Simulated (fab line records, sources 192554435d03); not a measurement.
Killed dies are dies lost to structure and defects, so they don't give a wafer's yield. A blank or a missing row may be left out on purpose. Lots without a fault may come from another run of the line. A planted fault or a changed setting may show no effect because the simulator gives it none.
Chamber matching | flow n5_finfet | N5_GATE_CUT_HM_DEP_46 on pecvd-03: 3 sister chambers
The step deposits SiO2 from TEOS/O2, target thk 130 nm, time 26.6 s. 6 wafers are shown with their chamber, then 8 later ones without.

WAFERS WITH THEIR CHAMBER
wafer  | chamber | throttle_valve_pct (%) | heater_power_w (W)
L077.2 | 1       | 19.1                   | 575
L078.4 | 1       | 19.3                   | 579
L082.4 | 2       | 18.0                   | 696
L086.4 | 2       | 18.0                   | 665
L086.5 | 0       | 19.3                   | 449
L090.2 | 0       | 19.3                   | 507

WAFERS WITHOUT THEIR CHAMBER
wafer  | throttle_valve_pct (%) | heater_power_w (W)
L090.3 | 19.5                   | 540
L090.5 | 18.0                   | 685
L094.2 | 19.5                   | 578
L094.3 | 18.9                   | 487
L094.5 | 18.1                   | 608
L096.1 | 17.9                   | 693
L096.4 | 19.2                   | 472
L096.6 | 19.4                   | 449

WHICH CHAMBER EACH WENT THROUGH
wafer  | from the rows above     | in truth
L090.3 | can't be placed: 0 or 1 | 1
L090.5 | 2                       | 2
L094.2 | can't be placed: 1 or 0 | 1
L094.3 | can't be placed: 0 or 1 | 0
L094.5 | 2                       | 2
L096.1 | 2                       | 2
L096.4 | 0                       | 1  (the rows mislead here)
L096.6 | 0                       | 0
Placed correctly: 4 of 8. Can't be placed from these rows: 3 (the true chamber is among the candidates in 3). Placed wrongly: 1.
How it was worked out, from the rows above alone: a wafer's distance from a chamber is the root of the sum, over the readings, of the square of ((its reading less the chamber's mean) divided by the reading's scatter). The wafer belongs to the nearest chamber; if the next one is less than 2 further off, it can't be placed. A chamber's mean is the mean of its shown wafers. The scatter: the root of (the sum of the squares of (reading less its chamber's mean) over the shown wafers, divided by (wafers less chambers)).
